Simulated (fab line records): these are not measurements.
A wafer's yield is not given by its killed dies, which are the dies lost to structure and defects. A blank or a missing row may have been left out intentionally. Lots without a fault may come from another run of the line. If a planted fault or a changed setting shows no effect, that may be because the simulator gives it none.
fab line records	flow n5-finfet
record: lots: 5	wafers: 15	last-day: 17
route steps=1938 shown TV_LITHO@1875 TV_OPEN@1887 PASSIVATION@1936
lots that met no fault: taken from a fault-free run of the same line
start-h: hours from the record's first day to the start of the lot's first wafer shown	wait-h: time in hours since the lot's previous step	" same as the row above	L1.1+2: a single row standing in for several wafers	- no value, or no start given	* or withheld: withheld	< > ~ a bound
route shown NAME@n: NAME is a module with steps in the file, n the number in the route of the first one	usual: the fault-free wafers' mean and standard deviation	same: alike in all rows	chamber/n: place in a boat	sites: the reading at each site	_std_site: standard deviation across them	_edge_site: mean of outer sites minus mean of inner sites	radius-mm: how far each site lies from the wafer's centre	mask NAME#n: copy n	behind: tool/chamber where the wafer was last shaped	hold: cause of the lot's hold/its duration in hours/its outcome	device: names the non-switching transistor (n, p or np)	end of line: tests run on the same wafers once the route is complete	a step without rows: its recipe alone	killed: dies that structure and defects cost at the first sort, which is not the same as the wafer's yield	map: a wafer's dies, marking killed ones x, the rest . and places with no die _
set.NAME: setting as actually run; set.NAME@STEP: the setting as run at that earlier step	model.NAME: the simulator's own value behind a step, which no gauge read
certain route steps with their lots: each step a table, each wafer a row
services: a tool's chamber out of use, with start hour (start-h, from the record's first day; less than 0 if before it), hours out, and reason
== steps ==
step: N5_PASSIVATION_HMDS_03
recipe: time-s: 60	temp-c: 120
step: N5_PASSIVATION_COAT_04
recipe: spin-rpm: *	resist-thk-nm: *
step: N5_PASSIVATION_EBR_06
recipe: solvent: PGMEA	ebr-width-mm: 1.5
step: N5_PASSIVATION_SOFTBAKE_05
recipe: temp-c: 100	time-s: 90
step: N5_PASSIVATION_EXPOSE_07
recipe: mask-id: TV	na: 0.55	source-shape: conventional	sigma-outer: 0.8	polarization: unpolarized	defocus-nm: 0	target-cd-nm: 3000	dose-mj: 22.75
step: N5_PASSIVATION_PEB_08
recipe: peb-temp-c: withheld	peb-time-s: *
step: N5_PASSIVATION_DEVELOP_09
recipe: develop-time-s: 60	rinse-liquid: diw	dry: air-spin	dev-temp-c: 21
step: N5_PASSIVATION_HARDBAKE_11
recipe: temp-c: 130	time-s: 120
step: N5_PASSIVATION_CD_MEAS_10
recipe: target-cd-nm: 3000	landing-energy-ev: 500	detector: se-inlens
usual: cd-nm: 2998.5/1.9
lot.wafer	tool	chamber	start-h	wait-h	cd-nm
L287.1	cd-sem-01	0	255.11	-	3000.8
L287.3	"	0	"	"	2998.9
L287.4	"	0	"	"	2998.1
L288.3	cd-sem-01	0	266.38	-	2998.8
L288.5	"	0	"	"	2999.3
L288.6	"	0	"	"	2998.6
L298.1	cd-sem-02	0	327.27	-	2995.8
L298.3	"	0	"	"	2999.0
L298.6	"	0	"	"	2999.2
L307.1	cd-sem-02	0	388.65	-	2999.9
L307.2	"	0	"	"	3001.6
L307.4	"	0	"	"	3001.6
L310.1	cd-sem-02	0	403.16	-	2998.5
L310.2	"	0	"	"	2995.5
L310.6	"	0	"	"	2997.8
step: N5_PASSIVATION_OVL_MEAS_60
recipe: points-per-wafer: 44
usual: TV_OVL: 1/6
lot.wafer	tool	chamber	start-h	wait-h	TV_OVL[nm]
L287.1	overlay-01	0	255.14	0.0	-3
L287.3	"	0	"	"	0
L287.4	"	0	"	"	-2
L288.3	overlay-02	0	266.41	0.0	1
L288.5	"	0	"	"	5
L288.6	"	0	"	"	7
L298.1	overlay-02	0	327.30	0.0	5
L298.3	"	0	"	"	-1
L298.6	"	0	"	"	5
L307.1	overlay-02	0	388.68	0.0	-9
L307.2	"	0	"	"	-17
L307.4	"	0	"	"	-8
L310.1	overlay-02	0	403.19	0.0	5
L310.2	"	0	"	"	7
L310.6	"	0	"	"	0
step: N5_PASSIVATION_INSPECT_61
recipe: mode: adi	inspect-instrument: macro
usual: raw-defect-count: 2.1/1.4
lot.wafer	tool	chamber	start-h	wait-h	raw-defect-count
L287.1	defect-inspect-01	-	255.16	0.0	2
L287.3	"	-	"	"	1
L287.4	"	-	"	"	3
L288.3	defect-inspect-01	-	266.44	0.0	1
L288.5	"	-	"	"	3
L288.6	"	-	"	"	5
L298.1	defect-inspect-02	-	327.33	0.0	1
L298.3	"	-	"	"	1
L298.6	"	-	"	"	3
L307.1	defect-inspect-01	-	388.71	0.0	4
L307.2	"	-	"	"	3
L307.4	"	-	"	"	2
L310.1	defect-inspect-01	-	403.22	0.0	3
L310.2	"	-	"	"	0
L310.6	"	-	"	"	0
step: N5_PASSIVATION_DESCUM_12
recipe: chemistry: O2	time-s: 7.9	source-power-w: 50	bias-power-w: 20	pressure-mtorr: 20	rf-frequency-hz: 2.712e+07	temp-c: 40	o2-flow-sccm: 225
usual: drypump-motor-current-A: 5.8/0.42	oes-product-au: 0.77/0.089	rf-vpp-V: 243.0/1.4	showerhead-plenum-p-Torr: 2.09/0.073	throttle-valve-pct: 20.36/0.25
lot.wafer	tool	chamber	start-h	wait-h	drypump-motor-current-A	oes-product-au	rf-hours-counter-h	rf-vpp-V	showerhead-plenum-p-Torr	throttle-valve-pct
L287.1	rie-diel-01	0	255.19	0.0	5.3	0.95	22	244.5	2.13	20.02
L287.3	"	2	"	"	5.5	0.68	244	244.6	2.15	20.51
L287.4	"	1	"	"	5.6	0.70	207	242.8	2.08	20.65
L288.3	rie-diel-05	0	266.47	0.0	6.1	0.69	235	241.4	1.97	20.67
L288.5	"	1	"	"	5.7	0.77	-	242.3	1.94	20.76
L288.6	"	0	"	"	6.0	0.68	-	240.8	1.97	20.66
L298.1	rie-diel-04	3	327.46	0.1	5.4	0.82	102	243.4	2.02	20.22
L298.3	"	2	"	"	5.6	0.73	181	241.8	2.07	19.97
L298.6	"	0	"	"	6.5	0.77	-	242.4	2.18	20.64
L307.1	rie-diel-05	3	389.57	0.9	5.5	0.68	256	240.6	1.97	20.37
L307.2	"	2	"	"	5.6	0.79	102	240.9	2.12	20.14
L307.4	"	0	"	"	6.1	0.90	-	245.2	2.23	20.22
L310.1	rie-diel-05	2	403.25	0.0	5.5	0.78	110	243.2	2.12	20.15
L310.2	"	0	"	"	6.0	0.88	26	245.9	2.22	20.23
L310.6	"	1	"	"	5.7	0.75	-	241.7	1.93	20.79
step: N5_PASSIVATION_PASS_ETCH_74
recipe: chemistry: CF4/O2	target: SiNx	target-depth-a: 2200	time-s: 110	ion-energy-ev: 100	pressure-mtorr: 40	source-w: 535	bias-w: 49	Ar_flow_sccm: 100	cf4-flow-sccm: 100	O2_flow_sccm: 10
usual: cf4-flow-sccm: 100.02/0.29	drypump-motor-current-A: 5.8/0.42	oes_f_703_au: 0.77/0.079	oes-product-au: 0.77/0.088	rf-vpp-V: 241/5.9	showerhead-plenum-p-Torr: 2.21/0.077	throttle-valve-pct: 15.98/0.22
lot.wafer	tool	chamber	start-h	wait-h	cf4-flow-sccm	drypump-motor-current-A	oes_f_703_au	oes-product-au	rf-hours-counter-h	rf-vpp-V	showerhead-plenum-p-Torr	throttle-valve-pct	model.etch.depth-nm
L287.1	rie-diel-01	0	255.26	0.0	100.14	5.2	0.91	0.95	22	242	2.26	15.66	222
L287.3	"	2	"	"	100.28	5.5	0.68	0.68	244	242	2.27	16.22	216.9
L287.4	"	1	"	"	99.62	5.6	0.69	0.70	207	240	2.18	16.17	217.9
L288.3	rie-diel-05	0	266.53	0.0	99.64	6.0	0.67	0.68	235	250	2.09	16.27	214.4
L288.5	"	1	"	"	99.46	5.7	0.77	0.76	-	231	2.05	16.21	220.2
L288.6	"	0	"	"	99.73	6.0	0.65	0.67	-	249	2.09	16.26	213.3
L298.1	rie-diel-04	3	327.53	0.0	100.08	5.4	0.81	0.81	102	235	2.14	15.83	216.6
L298.3	"	2	"	"	100.34	5.6	0.75	0.73	181	241	2.20	15.77	225.2
L298.6	"	0	"	"	77.56	6.6	0.83	0.76	-	236	2.15	15.38	215
L307.1	rie-diel-05	3	389.64	0.0	100.38	5.5	0.70	0.69	256	238	2.10	16.16	218.1
L307.2	"	2	"	"	99.82	5.5	0.81	0.81	102	240	2.23	15.74	226.1
L307.4	"	0	"	"	99.81	6.1	0.87	0.88	-	252	2.34	15.82	216.4
L310.1	rie-diel-05	2	403.32	0.0	100.15	5.6	0.81	0.79	110	237	2.23	15.75	223.7
L310.2	"	0	"	"	99.74	6.1	0.84	0.88	26	253	2.34	15.82	217.1
L310.6	"	1	"	"	100.30	5.7	0.76	0.74	-	228	2.04	16.25	216.5
step: N5_PASSIVATION_VIA_ETCH_13
recipe: chemistry: CHF3/O2	target: SiO2	target-depth-a: 6600	CHF3_flow_sccm: 50	O2_flow_sccm: 5	Ar_flow_sccm: 200	time-s: 330	mask-material: PR	pressure-mtorr: 30	source-w: 650	bias-w: 170	ion-energy-ev: 200	ends: cleared
usual: drypump-motor-current-A: 5.8/0.42	etch-rf-on-time-s: 236/3.7	oes_f_703_au: 0.77/0.078	oes-product-au: 0.69/0.079	rf-vpp-V: 524/12	showerhead-plenum-p-Torr: 2.41/0.084	throttle-valve-pct: 18.84/0.22
lot.wafer	tool	chamber	start-h	wait-h	drypump-motor-current-A	etch-rf-on-time-s	oes_f_703_au	oes-product-au	rf-hours-counter-h	rf-vpp-V	showerhead-plenum-p-Torr	throttle-valve-pct
L287.1	rie-diel-01	0	255.35	0.0	5.3	230	0.91	0.85	22	528	2.46	18.50
L287.3	"	2	"	"	5.5	229	0.68	0.62	244	525	2.49	19.08
L287.4	"	1	"	"	5.6	236	0.70	0.63	207	520	2.38	19.03
L288.3	rie-diel-05	0	266.63	0.0	6.1	237	0.65	0.61	235	543	2.28	19.11
L288.5	"	1	"	"	5.7	235	0.78	0.69	-	500	2.24	19.14
L288.6	"	0	"	"	6.1	236	0.66	0.61	-	542	2.28	19.12
L298.1	rie-diel-04	3	327.62	0.0	5.4	236	0.81	0.74	102	512	2.34	18.73
L298.3	"	2	"	"	5.6	236	0.74	0.65	181	527	2.40	18.56
L298.6	"	0	"	"	6.6	234	0.78	0.69	-	527	2.52	19.15
L307.1	rie-diel-05	3	389.73	0.0	5.5	238	0.71	0.62	257	515	2.29	18.93
L307.2	"	2	"	"	5.6	235	0.82	0.71	102	520	2.44	18.57
L307.4	"	0	"	"	6.0	246	0.87	0.80	-	553	2.56	18.70
L310.1	rie-diel-05	2	403.41	0.0	5.6	237	0.81	0.71	110	518	2.43	18.62
L310.2	"	0	"	"	6.0	236	0.84	0.79	26	551	2.55	18.71
L310.6	"	1	"	"	5.8	240	0.76	0.67	-	500	2.23	19.17
step: N5_PASSIVATION_PROBE_49
usual: defect-limited-yield: 91.0/1.4	killed_at_M0_to_M3: 35/10	killed_at_M4_up: 13/6	killed-at-contacts: 13/6.4	killed-at-front-end: 42/12	killed-at-other: 3.2/2.4	killed-dies: 107/17	killed-open: 69/13	killed-short: 33/7.3	sort_bin_5_function: 5.3/0.92	sort_bin_6_memory: 3.3/0.66	sort_bin_8_speed: 0.00/0.035	sort-n-pass: 1073/17
same: gross-dies: 1180	killed-at-back-side: 0	sort_bin_4_leakage[%]: 0
lot.wafer	tool	chamber	start-h	wait-h	defect-limited-yield[%]	killed_at_M0_to_M3	killed_at_M4_up	killed-at-contacts	killed-at-front-end	killed-at-other	killed-dies	killed-open	killed-short	sort_bin_5_function[%]	sort_bin_6_memory[%]	sort_bin_8_speed[%]	sort-n-pass
L287.1	prober-02	-	265.16	0.0	91.4	34	12	4	50	1	101	71	27	4.7	3.6	0	1079
L287.3	prober-02	-	265.26	0.1	89.1	53	11	6	59	0	129	76	48	6.4	4.1	0	1051
L287.4	prober-02	-	265.31	0.2	92.0	28	11	8	47	0	94	56	30	3.7	3.5	0	1086
L307.1	prober-01	-	398.27	0.0	90.3	40	12	14	47	2	115	68	42	5.6	3.6	0	1065
L307.2	prober-01	-	398.32	0.1	92.5	14	12	20	37	5	88	60	27	4.4	2.8	0	1092
L307.4	prober-01	-	398.42	0.2	91.2	30	16	18	35	5	104	75	28	5.0	3.4	0	1076
killed by level:class
L287.1 FIN_SAQP:geometric-particle:open=9 STI_FIN_REVEAL:geometric-particle:open=9 BEOL_M2:geometric-particle:open=9 DUMMY_GATE:geometric-particle:open=8 BEOL_M4:geometric-particle:open=7 BEOL_M1:geometric-particle:open=6 BEOL_M0_SAQP:geometric-particle:short=5 BEOL_M0_SAQP:geometric-particle:open=5
L287.3 FIN_SAQP:geometric-particle:short=16 BEOL_M0_SAQP:geometric-particle:open=12 BEOL_M0_SAQP:geometric-particle:short=12 BEOL_M2:geometric-particle:open=12 FIN_SAQP:geometric-particle:open=11 GATE_CUT:geometric-particle:open=7 DUMMY_GATE:geometric-particle:open=6 BEOL_M0:geometric-particle:open=6
L287.4 FIN_SAQP:geometric-particle:short=10 BEOL_M0_SAQP:geometric-particle:open=9 GATE_CUT:geometric-particle:short=7 MOL_CONTACT_COAG:geometric-particle:open=7 FIN_SAQP:geometric-particle:open=6 DUMMY_GATE:geometric-particle:open=6 BEOL_M0_SAQP:geometric-particle:short=6 HKMG_FIN:area-etch=5
L307.1 MOL_CONTACT_COAG:geometric-particle:open=12 BEOL_M1:geometric-particle:open=12 FIN_SAQP:geometric-particle:short=11 FIN_SAQP:geometric-particle:open=10 STI_FIN_REVEAL:geometric-particle:open=8 BEOL_M1:geometric-particle:short=6 BEOL_M2:geometric-particle:open=6 BEOL_M0_SAQP:geometric-particle:short=5
L307.2 MOL_CONTACT_COAG:geometric-particle:open=15 STI_FIN_REVEAL:geometric-particle:open=12 BEOL_M4:geometric-particle:open=9 STARTING-WAFER:geometric-particle:open=6 STI_FIN_REVEAL:geometric-particle:short=5 DUMMY_GATE:geometric-particle:short=5 MOL_CONTACT_COAG:geometric-particle:short=5 BEOL_M2:geometric-particle:open=4
L307.4 STI_FIN_REVEAL:geometric-particle:open=13 MOL_CONTACT_COAG:geometric-particle:open=13 BEOL_M2:geometric-particle:open=13 DUMMY_GATE:geometric-particle:open=9 BEOL_M1:geometric-particle:open=7 MOL_CONTACT_COAG:geometric-particle:short=5 BEOL_M4:geometric-particle:short=5 GATE_CUT:geometric-particle:short=3
== services ==
tool	chamber	start-h	hours	kind
rie-diel-05	2	262.35	13.6	repair
rie-diel-01	2	275.85	-	clean
rie-diel-01	2	275.85	-	consumable-replace:focus-ring
rie-diel-01	2	275.85	30.9	scheduled-down
rie-diel-01	2	275.85	30.9	vent-cycle
rie-diel-05	-	292.60	0.7	repair
rie-diel-05	0	312.77	-	clean
rie-diel-05	0	312.77	-	consumable-replace:focus-ring
rie-diel-05	0	312.77	-	consumable-replace:showerhead
rie-diel-05	0	312.77	11.7	scheduled-down
rie-diel-05	0	312.77	11.7	vent-cycle
rie-diel-05	1	328.40	64.7	repair
rie-diel-01	3	333.67	1.7	repair
rie-diel-01	-	342.24	0.3	repair
rie-diel-05	0	348.81	15.9	repair
rie-diel-01	-	354.16	0.9	repair
rie-diel-01	0	371.81	12.2	repair
rie-diel-05	-	372.31	2.8	pm
rie-diel-05	3	393.51	-	clean
rie-diel-05	3	393.51	-	consumable-replace:focus-ring
rie-diel-05	3	393.51	-	consumable-replace:showerhead
rie-diel-05	3	393.51	15.0	scheduled-down
rie-diel-05	3	393.51	15.0	vent-cycle
rie-diel-05	1	399.79	1.6	repair
== key ==
first-sign: step: N5_PASSIVATION_PASS_ETCH_74	reading: cf4-flow-sccm	direction: down	sigmas: 78	usual: 100.02	struck: 77.56
effect none on later readings
model-effect: step: N5_PASSIVATION_PASS_ETCH_74	value: etch.depth-nm	without: 222.3	struck: 215
met-at N5_PASSIVATION_PASS_ETCH_74
struck-wafers L298.6
fault: kind: process-parameter-drift	tool: rie-diel-04	chamber: 0	onset-h: 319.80	steps: N5_PASSIVATION_PASS_ETCH_74	channel: cf4-flow-sccm	offset: -22.5	shape: step	end-h: 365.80	acts-in: these-recipes-only	stated: 100
